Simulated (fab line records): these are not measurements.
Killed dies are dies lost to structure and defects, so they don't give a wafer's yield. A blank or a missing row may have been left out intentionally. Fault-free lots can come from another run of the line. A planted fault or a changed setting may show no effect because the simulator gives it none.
Which tool was responsible? | flow n5Finfet | 27 wafers from 9 lots sampled at 5 of the route's 1938 steps

WHAT THE GAUGES SHOWED, per wafer
N5_ILD0_THK_MEAS_04. Usual: thkNm reads 197.2 nm (standard deviation 0.91).
lot  | measured     | on           | thkNm (nm)        | flag
L562 | day 4 11:32  | filmMetro-02 | 197.3 196.6 197.1 | 
L566 | day 5 15:34  | filmMetro-01 | 196.5 196.2 195.5 | 
L567 | day 5 20:28  | filmMetro-01 | 196.8 197.4 196.8 | 
L573 | day 7 10:55  | filmMetro-01 | 197.6 198.7 198.2 | 
L574 | day 7 12:01  | filmMetro-02 | 198.1 195.9 197.6 | 
L575 | day 8 14:41  | filmMetro-01 | 197.4 197.9 198.4 | 
L576 | day 8 15:52  | filmMetro-02 | 196.2 196.2 195.1 | 
L577 | day 8 17:32  | filmMetro-02 | 196.5 197.2 197.5 | 
L581 | day 10 13:59 | filmMetro-01 | 197.1 198.3 198.3 | 

N5_BEOL_M4_RC_MEAS_101. Usual: DIBL_N 36.5 mV/V, standard deviation 1.2; DIBL_P 36.5 mV/V, standard deviation 1.6; IOFF_N 0.162 nA/um, standard deviation 0.023; IOFF_P 0.221 nA/um, standard deviation 0.03; ION_N 678 uA/um, standard deviation 8; ION_P 466 uA/um, standard deviation 6.3; SS_N 71.6 mV/dec, standard deviation 0.46; SS_P 73.3 mV/dec, standard deviation 0.57; VT_N 249.2 mV, standard deviation 2.6; VT_P -249 mV, standard deviation 3.3.
lot  | measured     | on        | DIBL_N (mV/V)  | DIBL_P (mV/V)  | IOFF_N (nA/um)    | IOFF_P (nA/um)    | ION_N (uA/um) | ION_P (uA/um) | SS_N (mV/dec)  | SS_P (mV/dec)  | VT_N (mV)         | VT_P (mV)      | flag
L562 | day 11 01:40 | prober-02 | 36.6 37.0 36.9 | 38.9 39.9 39.0 | 0.186 0.209 0.191 | 0.239 0.253 0.232 | 683 693 682   | 467 470 470   | 71.1 71.8 71.4 | 74.4 73.7 73.8 | 248.0 244.0 246.5 | -248 -245 -248 | 
L573 | day 14 00:28 | prober-02 | 36.4 35.2 35.3 | 36.0 34.9 34.5 | 0.158 0.139 0.131 | 0.192 0.184 0.173 | 674 671 667   | 459 460 463   | 72.3 71.1 71.5 | 73.2 73.0 72.2 | 247.5 249.5 254.4 | -252 -252 -253 | 
L574 | day 14 08:17 | prober-02 | 35.0 35.2 36.1 | 36.7 35.8 37.5 | 0.145 0.135 0.160 | 0.218 0.209 0.250 | 684 681 686   | 475 474 481   | 71.1 71.5 71.6 | 73.9 73.2 73.1 | 249.7 251.7 249.6 | -248 -251 -246 | 
L575 | day 14 13:41 | prober-01 | 36.9 35.9 35.0 | 36.6 36.2 35.2 | 0.173 0.165 0.147 | 0.202 0.208 0.184 | 686 693 682   | 460 468 463   | 71.6 71.5 70.8 | 73.0 73.9 72.8 | 248.1 248.6 249.1 | -253 -250 -251 | 
L576 | day 14 11:44 | prober-01 | 36.2 35.3 34.6 | 38.9 38.1 36.3 | 0.194 0.165 0.152 | 0.254 0.232 0.215 | 695 677 678   | 471 464 465   | 72.0 72.7 71.9 | 73.8 72.7 73.0 | 247.0 248.3 251.2 | -246 -248 -247 | 
L577 | day 14 12:09 | prober-02 | 38.8 36.4 38.4 | 39.4 36.0 38.4 | 0.225 0.173 0.204 | 0.302 0.244 0.288 | 700 682 687   | 475 471 479   | 72.1 71.6 71.8 | 74.0 72.6 74.0 | 243.9 246.0 246.0 | -244 -245 -244 | 
L581 | day 16 07:52 | prober-02 | 38.1 37.7 39.2 | 38.1 36.9 38.9 | 0.181 0.170 0.206 | 0.251 0.233 0.258 | 678 691 690   | 468 469 463   | 72.3 72.2 72.1 | 74.5 74.4 73.9 | 248.3 249.1 245.9 | -249 -247 -249 | 

EACH LOT AND THE TOOL THAT RAN IT (in order: tool; ch and the chambers of the sampled wafers; start)
lot  | N5_SDB_HM_OPEN_20                 | N5_SDB_STRIP_22                     | N5_SDB_CUT_ETCH_26
L562 | rieDiel-04 ch 1,2,3, day 4 15:48  | plasmaAsher-01 ch 0,1, day 4 15:53  | rieSi-01 ch 0,2, day 4 16:15
L566 | rieDiel-06 ch 0,1,2, day 5 19:56  | plasmaAsher-01 ch 0,1, day 5 20:01  | rieSi-02 ch 0,2,3, day 5 20:22
L567 | rieDiel-04 ch 0,1,2, day 6 00:56  | plasmaAsher-01 ch 0,1, day 6 01:01  | rieSi-04 ch 1,2,3, day 6 01:41
L573 | rieDiel-06 ch 0,1,2, day 7 15:17  | plasmaAsher-02 ch 0,1, day 7 15:22  | rieSi-01 ch 0,2, day 7 15:40
L574 | rieDiel-06 ch 0,1,3, day 7 16:23  | plasmaAsher-02 ch 0,1, day 7 16:28  | rieSi-02 ch 1,2, day 7 16:56
L575 | rieDiel-01 ch 1,3, day 8 19:16    | plasmaAsher-02 ch 0, day 8 19:20    | rieSi-01 ch 0,3, day 8 19:39
L576 | rieDiel-04 ch 0,1, day 8 20:21    | plasmaAsher-01 ch 0,1, day 8 20:26  | rieSi-04 ch 0,2, day 8 20:44
L577 | rieDiel-04 ch 1,2, day 8 22:31    | plasmaAsher-02 ch 0, day 8 22:36    | rieSi-01 ch 0,1,3, day 8 22:55
L581 | rieDiel-06 ch 1,2,3, day 10 19:42 | plasmaAsher-01 ch 0,1, day 10 19:49 | rieSi-01 ch 0,3, day 10 20:37
- N5_SDB_HM_OPEN_20: chemistry CH3F/O2, target SiNx, stops on poly-Si, target depth 24 nm.
- N5_SDB_STRIP_22: strips in N2/H2.
- N5_SDB_CUT_ETCH_26: etches Si in HBr/Cl2/O2, target depth 129.6 nm, bt time 20 s, time 51.8 s.

AS READ BY THE TOOLS THEMSELVES (means over the sampled wafers that have a number; for cases with no such wafer, the mark the record gives instead)
N5_SDB_HM_OPEN_20. Usual: CH3F_flow_sccm 29.99 sccm, standard deviation 0.1; O2_flow_sccm 20.00 sccm, standard deviation 0.062; drypumpMotorCurrentA 5.8 A, standard deviation 0.43; oes_f_703_au 0.79 a.u., standard deviation 0.059; oesProductAu 0.65 a.u., standard deviation 0.05; rfVppV 298 V, standard deviation 4.2; showerheadPlenumPTorr 2.03 Torr, standard deviation 0.055; throttleValvePct 16.35 %, standard deviation 0.22.
lot  | tool       | CH3F_flow_sccm (sccm) | O2_flow_sccm (sccm) | drypumpMotorCurrentA (A) | oes_f_703_au (a.u.) | oesProductAu (a.u.) | rfVppV (V) | showerheadPlenumPTorr (Torr) | throttleValvePct (%) | flag
L562 | rieDiel-04 | 29.91                 | 20.02               | 5.7                      | 0.77                | 0.64                | 299        | 2.06                         | 16.28                | 
L566 | rieDiel-06 | -                     | -                   | -                        | -                   | -                   | -          | -                            | -                    | OFF
L567 | rieDiel-04 | -                     | -                   | -                        | -                   | -                   | -          | -                            | -                    | OFF
L573 | rieDiel-06 | 30.00                 | 19.95               | 5.6                      | 0.78                | 0.64                | 300        | 2.03                         | 16.35                | 
L574 | rieDiel-06 | 30.00                 | 19.93               | 5.9                      | 0.79                | 0.64                | 298        | 2.00                         | 16.37                | 
L575 | rieDiel-01 | 30.07                 | 20.04               | 5.7                      | 0.80                | 0.65                | 299        | 2.01                         | 16.44                | 
L576 | rieDiel-04 | 30.01                 | 20.05               | 5.7                      | 0.85                | 0.69                | 294        | 2.05                         | 16.06                | 
L577 | rieDiel-04 | 30.04                 | 19.99               | 5.4                      | 0.74                | 0.61                | 298        | 2.04                         | 16.55                | 
L581 | rieDiel-06 | 29.90                 | 19.98               | 5.6                      | 0.77                | 0.64                | 300        | 2.03                         | 16.31                | 

N5_SDB_STRIP_22. Usual: drypumpMotorCurrentA 5.94 A, standard deviation 0.19; heaterPowerW 342 W, standard deviation 35; oesProductAu 0.714 a.u., standard deviation 0.0047; stripTimeToEndpointS 96.1 s, standard deviation 0.35; tempC 250.00 C, standard deviation 0.2.
lot  | tool           | drypumpMotorCurrentA (A) | heaterPowerW (W) | oesProductAu (a.u.) | stripTimeToEndpointS (s) | tempC (C) | flag
L562 | plasmaAsher-01 | 6.09                     | 319              | 0.713               | 95.9                     | 249.99    | 
L566 | plasmaAsher-01 | 6.12                     | 317              | 0.725               | 111.8                    | 250.06    | OFF
L567 | plasmaAsher-01 | 6.10                     | 321              | 0.728               | 111.9                    | 249.73    | OFF
L573 | plasmaAsher-02 | 5.86                     | 361              | 0.722               | 96.4                     | 249.89    | 
L574 | plasmaAsher-02 | 5.86                     | 357              | 0.717               | 96.0                     | 249.96    | 
L575 | plasmaAsher-02 | 5.91                     | 338              | 0.711               | 96.2                     | 249.97    | 
L576 | plasmaAsher-01 | 5.97                     | 317              | 0.713               | 96.4                     | 249.88    | 
L577 | plasmaAsher-02 | 5.91                     | 338              | 0.713               | 96.1                     | 250.17    | 
L581 | plasmaAsher-01 | 6.12                     | 322              | 0.714               | 96.0                     | 250.02    | 

N5_SDB_CUT_ETCH_26. Usual: drypumpMotorCurrentA 6.0 A, standard deviation 0.54; oesProductAu 1.006 a.u., standard deviation 0.013; throttleValvePct 37.28 %, standard deviation 0.28.
lot  | tool     | drypumpMotorCurrentA (A) | oesProductAu (a.u.) | throttleValvePct (%) | flag
L562 | rieSi-01 | 5.6                      | 1.021               | 37.65                | 
L566 | rieSi-02 | 5.4                      | 1.011               | 37.33                | 
L567 | rieSi-04 | 6.3                      | 0.992               | 36.98                | 
L573 | rieSi-01 | 5.6                      | 1.020               | 37.60                | 
L574 | rieSi-02 | 5.6                      | 1.006               | 37.24                | 
L575 | rieSi-01 | 6.0                      | 1.012               | 37.58                | 
L576 | rieSi-04 | 6.3                      | 0.997               | 36.96                | 
L577 | rieSi-01 | 6.4                      | 1.004               | 37.49                | 
L581 | rieSi-01 | 6.4                      | 1.008               | 37.47                | 

THE ANSWER, worked out from the rows above alone
Rule: lot off if the mean of its wafers having a number is beyond 3 standard deviations from the usual mean. A lot without any number at a reading at which 4 lots or more have one is off too. The other lots that the step has rows for count as sound. The gauges are gone through in route order, then the tools' own readings, and for those a lot's mean is taken as printed above. At the first step where some lot is off, the reading lying furthest off is the one used; lots without a number count as furthest.
Off: L566, L567, at N5_SDB_HM_OPEN_20 (CH3F_flow_sccm). Without a number there: L566, L567.
A tool fits if, at that step or a process step before it, it ran every lot that is off, and no sound lot after the first of them. No candidate that was tried fits.

WHAT WAS PUT IN BY THE SIMULATOR
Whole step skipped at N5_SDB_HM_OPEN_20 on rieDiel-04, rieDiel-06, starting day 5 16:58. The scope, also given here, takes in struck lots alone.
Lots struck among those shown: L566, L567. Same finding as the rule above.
